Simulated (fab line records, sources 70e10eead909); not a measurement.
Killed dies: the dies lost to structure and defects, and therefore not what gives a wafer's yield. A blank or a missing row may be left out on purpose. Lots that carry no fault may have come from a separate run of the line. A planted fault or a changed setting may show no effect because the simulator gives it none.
Chamber matching ; flow nand-harc ; NHARC_A_WL_FILL_ALD_10 on ald-hk-03 has 4 sister chambers
The step deposits SiO2, target thk 50 nm, pulse time 10 s, ald cycles 500. 8 wafers are shown with their chamber, then 12 later ones without.

## WAFERS WITH THEIR CHAMBER
wafer;chamber;heater-power-w (W);precursor-pulse-height-rel
L085.3;2;457;1.028
L084.1;2;474;0.991
L086.2;3;547;0.969
L086.3;1;509;0.994
L086.4;0;428;0.981
L088.3;3;528;0.979
L088.1;0;427;0.960
L088.2;1;490;1.016

## WAFERS MISSING THEIR CHAMBER
wafer;heater-power-w (W);precursor-pulse-height-rel
L088.4;479;1.004
L088.5;537;1.006
L088.6;426;1.002
L089.1;496;0.985
L089.4;491;0.968
L089.6;427;0.996
L091.4;422;0.973
L091.5;468;0.999
L091.6;504;0.989
L095.2;491;1.000
L095.1;544;0.972
L095.6;428;0.978

## WHICH CHAMBER EACH WENT THROUGH
wafer;from the rows above;in truth
L088.4;can't be placed: 2 or 1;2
L088.5;can't be placed: 3 or 1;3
L088.6;can't be placed: 0 or 2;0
L089.1;can't be placed: 1 or 2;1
L089.4;can't be placed: 1 or 2 or 3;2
L089.6;0;0
L091.4;0;0
L091.5;2;2
L091.6;1;1
L095.2;can't be placed: 1 or 2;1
L095.1;3;3
L095.6;0;0
Correct placement for 6 of the 12. Cannot be placed on the basis of these rows: 6; the candidates contain the true chamber in 6. 0 placed wrongly.
How it was worked out, from the rows above alone: a wafer's distance from a chamber is the root of the sum, over the readings, of the square of ((its reading less the chamber's mean) divided by the reading's scatter). If the next closest chamber is less than 2 further off than the closest, the wafer can't be placed; otherwise it belongs to the closest. Each chamber's mean is taken over the wafers shown for it. The scatter: the root of (the sum of the squares of (reading less its chamber's mean) over the shown wafers, divided by (wafers less chambers)).
